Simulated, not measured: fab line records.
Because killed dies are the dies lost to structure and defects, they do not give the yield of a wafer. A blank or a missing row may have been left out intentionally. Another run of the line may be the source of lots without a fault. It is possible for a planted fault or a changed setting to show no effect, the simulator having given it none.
Chamber matching	flow nand harc	NHARC_A_DECK1_JOINT_ETCHBACK_00 on rie si-05 has 4 sister chambers
The step etches the open film in HBr, target depth 30 nm, time 17.4 s. 4 wafers are shown with their chamber, then 10 later ones without.

WAFERS PAIRED WITH THEIR CHAMBERS
wafer	chamber	drypump motor current A (A)
L081.3	2	5.1
L083.4	0	6.1
L089.1	3	5.8
L089.4	1	6.3

WAFERS MISSING THEIR CHAMBER
wafer	drypump motor current A (A)
L089.6	5.8
L092.4	6.3
L092.5	5.1
L092.6	5.8
L095.1	5.1
L095.2	6.1
L095.4	5.8
L096.2	5.1
L096.4	6.3
L096.6	6.0

THE CHAMBER EACH PASSED THROUGH
wafer	from the rows above	in truth
L089.6	3	3
L092.4	1	1
L092.5	2	2
L092.6	3	3
L095.1	2	2
L095.2	0	0
L095.4	3	3
L096.2	2	2
L096.4	1	1
L096.6	0	0
Correct placement for 10 of the 10. Number that these rows cannot place: 0. Placed wrongly: 0.
How it was worked out, from the rows above alone: a wafer's distance from a chamber is the root of the sum, over the readings, of the square of ((its reading less the chamber's mean) divided by the reading's scatter). If the next closest chamber is less than 2 further off than the closest, the wafer can't be placed; otherwise it belongs to the closest. A chamber's mean is the mean of its shown wafers. The scatter: root of mean squared gap, hidden wafer to nearest shown wafer, with one shown wafer a chamber.
